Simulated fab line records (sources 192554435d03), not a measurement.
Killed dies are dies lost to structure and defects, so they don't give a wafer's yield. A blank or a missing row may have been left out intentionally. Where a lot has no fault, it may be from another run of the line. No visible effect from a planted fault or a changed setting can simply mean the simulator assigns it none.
Struck lot and sound lot, side by side    flow n5 finfet    16 steps out of a route of 1938
Sound: wafers L906.1, L906.3, L906.6. Struck: wafer L910.6; the same lot's L910.5 was not struck, so it is left out; see the end for the cause.
Order at every step that has rows: each side's tool, ch and its chambers, its first start. Under that, the readings that differ: sound wafers    struck wafers    difference of the means    sigmas: that difference in standard deviations of wafers without a fault.
alike: readings whose means differ by less than 2 such deviations, and words and numbers that are the same on both sides. not compared: withheld readings, readings that some wafer has no value for, bounds like >300 that may hide the same value, and numbers for which the record gives no deviation and whose values overlap.
A row with sigmas, a row that says differs or no value, or rows on one side alone: a step with any of these is where the two part. Numbers that have no deviation but don't overlap get no sigmas and don't part them. A reading missing from all wafers of one side parts the sides only when that side holds two or more wafers.

N5_SDB_OVL_MEAS_12:
  sound on overlay-01 ch 0, day 4 13:50; struck on overlay-02 ch 0, day 5 14:05
  alike: SDB_OVL
N5_SDB_INSPECT_13: inspects for defects (brightfield).
  sound on defect inspect-01 at day 4 13:52; struck on defect inspect-01 at day 5 14:07
  alike: raw defect count
N5_SDB_DESCUM_16: chemistry O2, time 7.9 s.
  sound on rie diel-01 ch 1,2,3, day 4 13:54; struck on rie diel-01 ch 1, day 5 14:10
  alike: bias power w, drypump motor current A, oes product au, rf vpp V, showerhead plenum p Torr, throttle valve pct
  not compared: rf hours counter h
N5_SDB_ETCH_17: etches SiARC in CF4, target depth 23.4 nm, time 39 s.
  sound on rie diel-01 ch 1,2,3, day 4 13:56; struck on rie diel-01 ch 1, day 5 14:12
  alike: drypump motor current A, etch rf on time s, mfc ar sccm, oes product au, rf vpp V, showerhead plenum p Torr, throttle valve pct
  not compared: rf hours counter h
N5_SDB_ETCH_18: etches SOC in N2/H2, target depth 100 nm, overetch 20 nm, time 150 s.
  sound on rie diel-01 ch 1,2,3, day 4 13:58; struck on rie diel-01 ch 1, day 5 14:17
  alike: drypump motor current A, oes product au, rf vpp V, showerhead plenum p Torr, throttle valve pct
  not compared: rf hours counter h
then, 2 steps without rows for these wafers: N5_SDB_STRIP_19 (strips in N2/H2); N5_SDB_STRIP_21 (strips in CF4).
N5_SDB_HM_OPEN_20: chemistry CH3F/O2, target SiNx, stops on poly-Si, target depth 24 nm.
  sound on rie diel-01 ch 1,2,3, day 4 14:08; struck on rie diel-01 ch 1, day 5 14:24
  alike: drypump motor current A, mfc ar sccm, oes_ar_750_au, oes_o_777_au, oes product au, rf vpp V, showerhead plenum p Torr, throttle valve pct
  not compared: rf hours counter h
N5_SDB_STRIP_22: strips in N2/H2.
  sound on plasma asher-01 ch 0,1, day 4 14:13; struck on plasma asher-02 ch 1, day 5 14:32
  alike: drypump motor current A, heater power w, oes product au, strip time to endpoint s
  not compared: rf hours counter h
then, 3 steps without rows for these wafers: N5_SDB_PRECLEAN_23 (cleans in dHF, time 30 s); N5_SDB_DUMMY_REMOVE_24 (chemistry TMAH, target poly-Si, stops on SiO2, target depth 142 nm, time 57 s, rinse time 30 s); N5_SDB_ETCH_25 (etches SiO2 in C4F6/O2, target depth 10 nm, time 3.3 s).
N5_SDB_CUT_ETCH_26: etches Si in HBr/Cl2/O2, target depth 129.6 nm, bt time 20 s, time 51.8 s.
  sound on rie si-03 ch 0,2, day 4 14:43; struck on rie si-06 ch 2, day 5 14:57
reading                                  sound              struck  difference  sigmas
oes_o_777_au (a.u.)                      0.972 1.035 1.033  0.963   -0.050      -2
model.etch.depth nm (nm)                 130 130.5 132.4    85.32   -45.65      
model.SDB.feature depth nm (nm)          130 130.6 132.4    85.4    -45.6       
model.SiNx_of_SDB_HM_DEP_00.thk nm (nm)  21.4 21.8 22.2     28      +6          
  alike: drypump motor current A, oes product au, throttle valve pct
  not compared: rf hours counter h
N5_SDB_PRECLEAN_38: cleans in dHF, time 10 s.
  sound on wet bench-05 ch 0,2,3, day 4 14:50; struck on wet bench-03 ch 2, day 5 15:01
reading                                  sound           struck  difference  sigmas
model.SiNx_of_SDB_HM_DEP_00.thk nm (nm)  21.4 21.6 22.2  27.8    +6.1        
then, 1 step without rows for these wafers: N5_SDB_PRECLEAN_39 (cleans in O3/DIW, time 45 s).
-- the record jumps here: 4 days lie between the struck wafers' starts before and after (it left off in module SDB and takes up again in module BEOL_M4, whose first step shown is number 1111 of the route) --
N5_BEOL_M4_RC_MEAS_101:
  sound on prober-02 ch 0, day 8 21:07; struck on prober-02 ch 0, day 9 21:31
  alike: DIBL_N, DIBL_P, IOFF_N, IOFF_P, ION_N, ION_P, SS_N, SS_P, VT_N, VT_P

## WHERE THEY PART
N5_SDB_CUT_ETCH_26 only, going by this record. Later steps at which nothing parts them and some readings are alike: N5_BEOL_M4_RC_MEAS_101.

WHY: whatever the simulator had introduced
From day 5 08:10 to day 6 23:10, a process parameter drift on rie si-06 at N5_SDB_CUT_ETCH_26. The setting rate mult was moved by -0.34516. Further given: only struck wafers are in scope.
